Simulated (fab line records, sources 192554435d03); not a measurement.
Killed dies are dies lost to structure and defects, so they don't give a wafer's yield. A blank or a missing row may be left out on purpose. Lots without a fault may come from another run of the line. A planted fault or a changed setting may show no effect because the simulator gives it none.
Chamber matching | flow n5_finfet | N5_BEOL_M4_DEP_57 on pecvd-01: 3 sister chambers
The step deposits SiCN from 3MS/NH3, target thk 8 nm, time 14 s. 3 wafers are shown with their chamber, then 8 later ones without.

WAFERS WITH THEIR CHAMBER
wafer  | chamber | throttle_valve_pct (%)
L079.2 | 2       | 8.9
L081.4 | 1       | 10.6
L083.1 | 0       | 9.4

WAFERS WITHOUT THEIR CHAMBER
wafer  | throttle_valve_pct (%)
L083.2 | 9.2
L083.3 | 10.7
L092.1 | 10.9
L092.2 | 9.7
L092.5 | 8.9
L097.1 | 10.8
L097.3 | 9.0
L097.5 | 9.1

WHICH CHAMBER EACH WENT THROUGH
wafer  | from the rows above     | in truth
L083.2 | can't be placed: 0 or 2 | 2
L083.3 | 1                       | 1
L092.1 | 1                       | 1
L092.2 | 0                       | 0
L092.5 | 2                       | 2
L097.1 | 1                       | 1
L097.3 | can't be placed: 2 or 0 | 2
L097.5 | can't be placed: 2 or 0 | 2
Placed correctly: 5 of 8. Can't be placed from these rows: 3 (the true chamber is among the candidates in 3). Placed wrongly: 0.
How it was worked out, from the rows above alone: a wafer's distance from a chamber is the root of the sum, over the readings, of the square of ((its reading less the chamber's mean) divided by the reading's scatter). The wafer belongs to the nearest chamber; if the next one is less than 2 further off, it can't be placed. A chamber's mean is the mean of its shown wafers. The scatter: with one shown wafer a chamber, the root of the mean of the squares of how far each hidden wafer lies from its nearest shown one.
